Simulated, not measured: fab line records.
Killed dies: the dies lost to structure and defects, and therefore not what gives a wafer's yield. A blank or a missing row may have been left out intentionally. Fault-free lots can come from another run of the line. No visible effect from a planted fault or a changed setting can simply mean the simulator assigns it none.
Matching of chambers    flow n5 finfet    4 sister chambers for N5_HKMG_FIN_ALD_79 on ald metal-02
The step deposits TiN, target thk 1.5 nm, pulse time 1 s, purge time 3 s. 8 wafers are shown with their chamber, then 12 later ones without.

WAFERS, EACH WITH ITS CHAMBER
wafer   chamber  heater power w (W)  precursor pulse height rel
L080.5  1        714                 1.034
L081.5  2        854                 1.018
L082.2  1        716                 0.964
L083.4  3        933                 1.019
L083.5  0        767                 0.993
L084.2  0        756                 1.017
L084.3  2        852                 0.977
L084.5  3        916                 0.999

WAFERS MISSING THEIR CHAMBER
wafer   heater power w (W)  precursor pulse height rel
L086.1  704                 0.978
L086.3  888                 0.988
L086.4  868                 1.005
L087.1  916                 0.985
L087.3  739                 0.980
L087.6  709                 0.988
L092.2  927                 1.014
L092.5  942                 0.971
L092.6  752                 0.951
L097.2  934                 1.015
L097.5  928                 1.015
L097.6  840                 0.999

WHICH CHAMBER EACH ONE RAN IN
wafer   from the rows above      in truth
L086.1  1                        1
L086.3  can't be placed: 2 or 3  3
L086.4  2                        2
L087.1  3                        3
L087.3  can't be placed: 0 or 1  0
L087.6  1                        1
L092.2  3                        3
L092.5  3                        3
L092.6  0                        0
L097.2  3                        3
L097.5  3                        3
L097.6  2                        2
Correct placement for 10 of the 12. Can't be placed from these rows: 2 (the true chamber is among the candidates in 2). Wrongly placed: 0.
How it was worked out, from the rows above alone: a wafer's distance from a chamber is the root of the sum, over the readings, of the square of ((its reading less the chamber's mean) divided by the reading's scatter). If the next closest chamber is less than 2 further off than the closest, the wafer can't be placed; otherwise it belongs to the closest. A chamber's mean is the mean of its shown wafers. How the scatter is found: for the shown wafers, subtract from each reading the mean of its chamber, square and add these, divide the total by (wafers less chambers), then take the root.
